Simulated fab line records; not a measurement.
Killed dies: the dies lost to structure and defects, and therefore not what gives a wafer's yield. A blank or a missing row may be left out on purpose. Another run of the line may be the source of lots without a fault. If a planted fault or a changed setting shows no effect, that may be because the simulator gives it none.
A lot that was struck, set against a sound lot -- flow nandHarc -- 15 out of 1159 route steps
Sound: wafers L628.1, L628.3, L628.6. Struck: wafer L619.2 (left out: L619.5, a lot-mate that was not struck); the cause follows at the end.
Per side, at each step with rows, come the tool, then ch with its chambers, and then its first start. Under that, the readings that differ: sound wafers -- struck wafers -- difference of the means -- sigmas: that difference in standard deviations of wafers without a fault.
alike: same words and numbers on both sides, and readings whose means sit less than 2 such deviations apart. not compared: any withheld reading, any reading some wafer has no value for, any bound like >300 that may hide the same value, and any number with overlapping values for which the record gives no deviation.
The two part at a step that has a row with sigmas, a row that says differs or no value, or rows on one side only. Non-overlapping numbers with no deviation appear without sigmas and do not part them. A reading that every wafer of one side lacks parts them only if that side has two wafers or more.

first, 7 steps without rows for these wafers: NHARC_A_SGD_CUT_COAT_57 (time 65 s); NHARC_A_SGD_CUT_COAT_03 (resist thk 90 nm); NHARC_A_SGD_CUT_SOFTBAKE_04 (time 55 s); NHARC_A_SGD_CUT_EBR_05; NHARC_A_SGD_CUT_EXPOSE_06 (exposes mask SGD); NHARC_A_SGD_CUT_PEB_07 (peb time 65 s); NHARC_A_SGD_CUT_DEVELOP_08 (develop time 35 s).
NHARC_A_SGD_CUT_CD_MEAS_09: target cd 100 nm.
  sound on cdSem-01 ch 0, day 18 11:32; struck on cdSem-02 ch 0, day 18 15:19
  alike: cdNm
NHARC_A_SGD_CUT_OVL_MEAS_10:
  sound on overlay-01 at day 18 11:37; struck on overlay-01 at day 18 15:25
  alike: overlayXNm, overlayYNm
NHARC_A_SGD_CUT_INSPECT_11:
  sound on defectInspect-01 at day 18 11:39; struck on defectInspect-01 at day 18 15:27
  alike: rawDefectCount
NHARC_A_SGD_CUT_DESCUM_14: chemistry O2, time 3 s.
  sound on rieDiel-12 ch 1,2, day 18 11:43; struck on rieDiel-01 ch 0, day 18 15:31
reading,sound,struck,difference,sigmas
mfcArSccm (sccm),0.009 0 0.009,0.033,+0.027,+3
  alike: drypumpMotorCurrentA, o2FlowSccm, oesProductAu, rfVppV, showerheadPlenumPTorr, throttleValvePct
  not compared: rfHoursCounterH
NHARC_A_SGD_CUT_ETCH_58: etches the open film in CF4, target depth 39 nm, time 65 s.
  sound on rieDiel-12 ch 1,2,3, day 18 11:48; struck on rieDiel-01 ch 2, day 18 15:37
  alike: drypumpMotorCurrentA, mfcArSccm, oesProductAu, rfVppV, runLengthS, showerheadPlenumPTorr, throttleValvePct
  not compared: rfHoursCounterH
NHARC_A_SGD_CUT_ETCH_59: etches the open film in N2/H2, target depth 260 nm, time 406.25 s.
  sound on rieDiel-12 ch 0,1, day 18 11:53; struck on rieDiel-01 ch 2, day 18 15:46
reading,sound,struck,difference,sigmas
runLengthS (s),428.1 428.1 427.9,341.2,-86.8,-99 or more
  alike: drypumpMotorCurrentA, mfcArSccm, oesProductAu, rfVppV, showerheadPlenumPTorr, throttleValvePct
  not compared: rfHoursCounterH
NHARC_A_SGD_CUT_ETCH_15: etches the open film in CH3F/O2, target depth 75 nm, time 64.3 s.
  sound: rieDiel-12 ch 2,3; struck: rieDiel-01 ch 1
reading,sound,struck,difference,sigmas
drypumpMotorCurrentA (A),5.9 5.3 5.3,6.4,+0.9,+3
mfcArSccm (sccm),200.2 200.5 200.4,199.0,-1.4,-2
  alike: o2FlowSccm, oesProductAu, rfVppV, runLengthS, showerheadPlenumPTorr, throttleValvePct
  not compared: rfHoursCounterH
-- the record jumps here: 10 days lie between the struck wafers' starts before and after (it left off in module A_SGD_CUT and takes up again in module END, whose first step shown is number 1159 of the route) --
NHARC_END_SORT_01:
  sound on prober-01 ch 0, day 27 18:12; struck on prober-02 ch 0, day 28 07:02
reading,sound,struck,difference,sigmas
killedAtArray,53 60 46,239,+186,+17
killedDies,58 71 54,243,+182,+15
  alike: killedAtOther, killedAtPeriphery, killedOpen, killedShort

## WHERE THEY PART
Earliest at NHARC_A_SGD_CUT_DESCUM_14; latest, in this record, at NHARC_END_SORT_01.

WHY: the cause the simulator had injected
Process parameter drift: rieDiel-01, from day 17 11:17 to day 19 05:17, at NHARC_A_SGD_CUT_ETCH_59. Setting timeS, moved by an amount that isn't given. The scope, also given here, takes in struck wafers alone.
